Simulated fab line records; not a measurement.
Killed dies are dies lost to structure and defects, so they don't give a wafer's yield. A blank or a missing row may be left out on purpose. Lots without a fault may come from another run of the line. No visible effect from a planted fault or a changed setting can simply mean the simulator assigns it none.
Comparing a struck lot with a sound one / flow nand harc / 14 steps out of a route of 1159
Sound: wafers L571.1, L571.2, L571.3. The struck wafers were L572.1, L572.2, L572.3. Last of all comes the cause.
For every step that has rows: the tool of each side, followed by ch and its chambers, followed by its first start. Under that, the readings that differ: sound wafers / struck wafers / difference of the means / sigmas: that difference in standard deviations of wafers without a fault.
alike: readings with means less than 2 such deviations apart, plus words and numbers identical on both sides. not compared: withheld readings, readings lacking a value on some wafer, bounds such as >300 that could conceal the same value, and numbers that have no deviation in the record and whose values overlap.
A row with sigmas, a row that says differs or no value, or rows on one side alone: a step with any of these is where the two part. Non-overlapping numbers with no deviation appear without sigmas and do not part them. A reading that every wafer of one side lacks parts them only if that side has two wafers or more.

first, 9 steps without rows for these wafers: NHARC_A_STAIRCASE_DEHYDRATE_01 (time 120 s); NHARC_A_STAIRCASE_HMDS_02 (time 30 s); NHARC_A_STAIRCASE_COAT_03; NHARC_A_STAIRCASE_SOFTBAKE_04 (time 170 s); NHARC_A_STAIRCASE_EBR_05; NHARC_A_STAIRCASE_EXPOSE_06 (exposes mask STAIR); NHARC_A_STAIRCASE_PEB_07 (peb time 130 s); NHARC_A_STAIRCASE_DEVELOP_08 (time 140 s); NHARC_A_STAIRCASE_HARDBAKE_10 (time 140 s).
NHARC_A_STAIRCASE_DESCUM_11: chemistry O2, time 3 s.
  sound on rie diel-10 ch 0,2,3, day 12 23:01; struck on rie diel-06 ch 1,2,3, day 13 08:52
reading=rf hours counter h (h); sound=30 31 37; struck=18 17 14; difference=-16; sigmas=
  alike: chamber pressure mTorr, drypump motor current A, oes product au, rf vpp V, showerhead plenum p Torr, throttle valve pct
NHARC_A_STAIRCASE_TRIM_12: chemistry O2, time 211.2 s.
  sound on rie diel-10 ch 0,1,2, day 12 23:07; struck on rie diel-06 ch 0,2,3, day 13 08:56
reading=rf hours counter h (h); sound=41 31 30; struck=17 14 16; difference=-18; sigmas=
  alike: chamber pressure mTorr, drypump motor current A, oes product au, rf vpp V, showerhead plenum p Torr, throttle valve pct
NHARC_A_STAIRCASE_ETCH_13: etches the open film in C4F8/O2, target depth 100 nm, time 40.5 s.
  sound on rie diel-10 ch 1,2,3, day 12 23:22; struck on rie diel-06 ch 0,1,2, day 13 09:05
  no value came back on the struck wafers for any of 5 readings (bias w (W), chamber pressure mTorr (mTorr) and others); on the sound wafers bias w (W) reads 1002.9 999.3 1001.9
NHARC_A_STAIRCASE_TRIM_14: chemistry O2, time 211.2 s.
  sound on rie diel-10 ch 0,1,2; struck on rie diel-06 ch 0,1,2
reading=rf hours counter h (h); sound=30 41 31; struck=14 16 18; difference=-18; sigmas=
  alike: chamber pressure mTorr, drypump motor current A, oes product au, rf vpp V, showerhead plenum p Torr, throttle valve pct
-- record jumps: 9 days between struck wafers' starts before vs after; left off in module A_STAIRCASE, resumes in module END, first step shown is number 1159 of the route --
NHARC_END_SORT_01:
  only the struck wafers appear in the record here, on prober-02 ch 0 at day 22 11:26; the sound ones have no rows

== WHERE THEY PART ==
At NHARC_A_STAIRCASE_ETCH_13 first; at NHARC_END_SORT_01 last (within this record only).

WHY: what the simulator had put in
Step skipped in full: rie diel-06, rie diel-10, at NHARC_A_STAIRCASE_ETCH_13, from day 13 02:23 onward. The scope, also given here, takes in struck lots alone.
